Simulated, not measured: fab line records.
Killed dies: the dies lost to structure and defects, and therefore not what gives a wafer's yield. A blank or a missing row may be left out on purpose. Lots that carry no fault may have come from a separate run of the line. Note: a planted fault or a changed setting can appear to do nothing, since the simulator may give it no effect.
Struck lot and sound lot, side by side -- flow n5 finfet -- 37 steps out of a route of 1938
Sound: wafers L382.2, L382.4, L382.6. Wafers struck: L396.1, L396.2, L396.3. At the end, the cause is stated.
Order at every step that has rows: each side's tool, ch and its chambers, its first start. Under that, the readings that differ: sound wafers -- struck wafers -- difference of the means -- sigmas: that difference in standard deviations of wafers without a fault.
alike: words and numbers the same on both sides, and readings whose means are apart by under 2 such deviations; not compared: readings that were withheld, readings missing a value for some wafer, numbers with overlapping values and no deviation given by the record, and bounds like >300 which may hide the same value.
A row with sigmas, a row that says differs or no value, or rows on one side alone: a step with any of these is where the two part. Numbers that don't overlap but have no deviation are shown without sigmas and don't part them. A reading that every wafer of one side lacks parts them only if that side has two wafers or more.

first, 9 steps without rows for these wafers: N5_BEOL_M4_ANNEAL_95 (time 240 s); N5_BEOL_M4_SPUTTER_96 (material Cu, target thk 4.5 nm, time 8.29 s); N5_BEOL_M4_ECD_50 (material Cu, target thk 300 nm); N5_BEOL_M4_ANNEAL_51 (time 90 s); N5_BEOL_M4_CMP_52 (polishes, stops on SiOC, t overpolish 6.8 s, target thk 40 nm); N5_BEOL_M4_PRE_CLEAN_60 (time 15 s); N5_BEOL_M4_CO_CAP_55 (material Co, precursor CCTBA/H2, target thk 2 nm, time 102.1 s); N5_BEOL_M4_PRE_CLEAN_56 (time 15 s); N5_BEOL_M4_DEP_57 (deposits SiCN from 3MS/NH3, target thk 8 nm, time 14 s).
N5_BEOL_M4_RC_MEAS_101:
  sound on prober-01 ch 0, day 9 00:53; struck on prober-01 ch 0, day 13 19:06
reading,sound,struck,difference,sigmas
VT_P (mV),-249 -245 -247,-256 -254 -260,-10,-3
  alike: DIBL_N, DIBL_P, IOFF_N, IOFF_P, ION_N, ION_P, SS_N, SS_P, VT_N
then, 24 steps without rows for these wafers: N5_BEOL_M5_ILD_DEP_00 (deposits SiCOH lowk from DEMS/porogen, target thk 140.64 nm, time 25.9 s); N5_BEOL_M5_CURE_79 (cures SiCOH lowk, time 240 s); N5_BEOL_M5_PECVD_70 (deposits SiO2 from TEOS/O2, target thk 16 nm, time 18 s); N5_BEOL_M5_HM_DEP_02 (deposits TiN, target thk 20 nm); N5_BEOL_M5_COAT_59 (time 60 s, resist thk 60 nm); N5_BEOL_M5_COAT_60 (time 60 s, resist thk 12 nm); N5_BEOL_M5_COAT_71 (time 60 s, resist thk 5 nm); N5_BEOL_M5_COAT_05 (resist thk 30 nm); N5_BEOL_M5_EBR_07; N5_BEOL_M5_SOFTBAKE_06 (time 60 s); N5_BEOL_M5_EXPOSE_08 (exposes mask M5, target cd 28 nm); N5_BEOL_M5_PEB_09 (peb time 60 s); N5_BEOL_M5_DEVELOP_10 (develop time 30 s); N5_BEOL_M5_DESCUM_16 (chemistry O2, time 7 s); N5_BEOL_M5_ETCH_72 (etches underlayer in N2/H2, target depth 6.5 nm, time 5.2 s); N5_BEOL_M5_ETCH_61 (etches SiARC in CF4, target depth 15.6 nm, time 26 s); N5_BEOL_M5_ETCH_62 (etches SOC in N2/H2, target depth 75 nm, overetch 15 nm, time 112.5 s); N5_BEOL_M5_STRIP_63 (strips in N2/H2); N5_BEOL_M5_STRIP_73 (strips in N2/H2); N5_BEOL_M5_STRIP_64 (strips in CF4); N5_BEOL_M5_HM_OPEN_17 (chemistry Cl2/BCl3, target TiN, target depth 20 nm, overetch 6 nm); N5_BEOL_M5_STRIP_19 (strips in O2); N5_BEOL_M5_COAT_65 (time 60 s, resist thk 60 nm); N5_BEOL_M5_COAT_66 (time 60 s, resist thk 12 nm).
-- the record jumps here: 5 days lie between the struck wafers' starts before and after (it left off in module BEOL_M5 and takes up again in module MIM_BOT_ETCH, whose first step shown is number 1867 of the route) --
N5_MIM_BOT_ETCH_ETCH_03: etches the open film in Cl2/BCl3, target depth 12 nm.
  sound on rie metal-03 ch 1, day 13 21:46; struck on rie metal-03 ch 0,1, day 18 08:15
  no value came back on the struck wafers for any of 5 readings (bcl3 flow sccm (sccm), bias w (W) and others); on the sound wafers bcl3 flow sccm (sccm) reads 80.23 80.10 80.10
  not compared: rf hours counter h, model.coat_of_MIM_BOT_LITHO_COAT_02.thk nm
N5_MIM_BOT_ETCH_ETCH_00: etches TiN in Cl2/BCl3, target depth 45.5 nm.
  sound on rie metal-03 ch 1, day 13 21:51; struck on rie metal-03 ch 0,1, day 18 08:20
  alike: bcl3 flow sccm, bias w, drypump motor current A, oes product au, throttle valve pct
  not compared: rf hours counter h, model.coat_of_MIM_BOT_LITHO_COAT_02.thk nm
N5_PASSIVATION_PROBE_49:
  record: rows for the struck wafers here (prober-01, day 18 17:17), none for the sound ones

## WHERE THEY PART
First at N5_BEOL_M4_RC_MEAS_101; last, within this record, at N5_PASSIVATION_PROBE_49.

WHY: whatever the simulator had introduced
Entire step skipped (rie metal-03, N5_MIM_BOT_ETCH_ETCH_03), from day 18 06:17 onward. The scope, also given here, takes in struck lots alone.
